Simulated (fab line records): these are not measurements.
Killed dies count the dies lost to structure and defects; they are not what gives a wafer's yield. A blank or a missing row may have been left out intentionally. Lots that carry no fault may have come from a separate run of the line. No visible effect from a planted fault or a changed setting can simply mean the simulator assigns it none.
The tool behind it: which one?	flow n5Finfet	33 wafers from 11 lots sampled at 3 of the route's 1938 steps

## WHAT THE GAUGES READ, wafer by wafer
N5_WELL_APT_INSPECT_27: inspects for defects (macro).
lot	measured	on	rawDefectCount
L217	day 1 21:02	defectInspect-01	1 3 3
L218	day 2 03:05	defectInspect-02	4 0 3
L221	day 2 21:52	defectInspect-02	5 2 5
L222	day 3 02:49	defectInspect-02	2 2 0
L225	day 3 22:16	defectInspect-02	7 1 0
L226	day 4 02:53	defectInspect-01	4 1 4
L227	day 4 09:08	defectInspect-01	2 1 2
L228	day 4 15:07	defectInspect-02	2 2 1
L232	day 5 14:59	defectInspect-01	1 4 2
L237	day 6 22:07	defectInspect-01	1 1 4
L238	day 7 02:47	defectInspect-01	1 0 1

## TOOL THAT RAN EACH LOT (tool first, then ch and the chambers of the sampled wafers, then the start)
lot	N5_ZERO_LAYER_DESCUM_16	N5_WELL_APT_COAT_02
L217	rieDiel-06 ch 1,2, day 1 18:49	lithoTrack-01 ch 0, day 1 19:26
L218	rieDiel-01 ch 1,2, day 2 00:51	lithoTrack-04 ch 0, day 2 01:29
L221	rieDiel-03 ch 1,2,3, day 2 19:38	lithoTrack-04 ch 0, day 2 20:16
L222	rieDiel-06 ch 0,2,3, day 3 00:42	lithoTrack-04 ch 0, day 3 01:20
L225	rieDiel-06 ch 1,2,3, day 3 18:57	lithoTrack-03 ch 0, day 3 19:34
L226	rieDiel-01 ch 0,2,3, day 4 00:49	lithoTrack-04 ch 0, day 4 01:26
L227	rieDiel-01 ch 2,3, day 4 06:48	lithoTrack-01 ch 0, day 4 07:25
L228	rieDiel-03 ch 1,2,3, day 4 12:41	lithoTrack-01 ch 0, day 4 13:32
L232	rieDiel-03 ch 0,1,3, day 5 12:48	lithoTrack-03 ch 0, day 5 13:25
L237	rieDiel-01 ch 1,2, day 6 20:02	lithoTrack-04 ch 0, day 6 20:38
L238	rieDiel-01 ch 0,1,3, day 7 00:43	lithoTrack-04 ch 0, day 7 01:20
- N5_ZERO_LAYER_DESCUM_16: chemistry O2, time 7.9 s.
- N5_WELL_APT_COAT_02: resist thk 950 nm.

## AS READ BY THE TOOLS THEMSELVES (means over the sampled wafers that have a number; for cases with no such wafer, the mark the record gives instead)
N5_ZERO_LAYER_DESCUM_16.
lot	tool	drypumpMotorCurrentA (A)	oesProductAu (a.u.)	rfVppV (V)	showerheadPlenumPTorr (Torr)	tempC (C)	throttleValvePct (%)
L217	rieDiel-06	6.2	0.69	242.4	1.99	39.97	20.6
L218	rieDiel-01	5.4	0.75	244.3	2.19	40.06	20.6
L221	rieDiel-03	6.3	0.75	242.6	2.05	40.06	20.3
L222	rieDiel-06	6.0	0.78	242.3	2.00	39.91	20.3
L225	rieDiel-06	6.0	0.84	242.6	2.07	39.99	20.3
L226	rieDiel-01	5.5	0.76	243.4	2.13	39.93	20.7
L227	rieDiel-01	5.4	0.77	243.9	2.17	39.94	20.7
L228	rieDiel-03	6.3	0.74	243.1	2.05	40.04	20.3
L232	rieDiel-03	6.1	0.77	242.4	2.07	40.04	20.5
L237	rieDiel-01	5.4	0.73	244.7	2.17	39.97	20.7
L238	rieDiel-01	5.5	0.74	244.3	2.10	40.17	20.7

N5_WELL_APT_COAT_02.
lot	tool	spinSpeedRpm (rpm)
L217	lithoTrack-01	1357.2
L218	lithoTrack-04	1355.6
L221	lithoTrack-04	1357.0
L222	lithoTrack-04	1356.3
L225	lithoTrack-03	1355.6
L226	lithoTrack-04	1357.9
L227	lithoTrack-01	1358.2
L228	lithoTrack-01	1356.8
L232	lithoTrack-03	1356.8
L237	lithoTrack-04	1300.8
L238	lithoTrack-04	1298.6

## THE ANSWER, worked out from the rows above alone
Rule: usual is defined by the lots themselves. Put in order of their means at a reading, lots are off if they are a third of the lots or fewer, leave a main group of 4 or more, and stand apart from it by a gap of 3 or more times the standard deviation of the main group's means; of several such gaps the widest counts. A main group whose means are all the same, to the digits that the tables above print for the reading, isn't used. A lot without any number at a reading at which 4 lots or more have one is off too. The other lots that the step has rows for count as sound. Order of review: gauges by route order, followed by the tools' own readings, for which a lot's mean as printed above is used. At the first step where some lot is off, the reading lying furthest off is the one used; lots without a number count as furthest.
Off at N5_WELL_APT_COAT_02 (spinSpeedRpm): L237, L238. The main group: mean 1356.8 rpm, standard deviation 0.85.
If a tool, at that step or one of the process steps before it, ran each lot that is off and ran no sound lot following the first of them, it fits. 2 tools fit, rieDiel-01 at N5_ZERO_LAYER_DESCUM_16 and lithoTrack-04 at N5_WELL_APT_COAT_02, so this cannot tell which one it is.

## WHAT THE SIMULATOR HAD PUT IN
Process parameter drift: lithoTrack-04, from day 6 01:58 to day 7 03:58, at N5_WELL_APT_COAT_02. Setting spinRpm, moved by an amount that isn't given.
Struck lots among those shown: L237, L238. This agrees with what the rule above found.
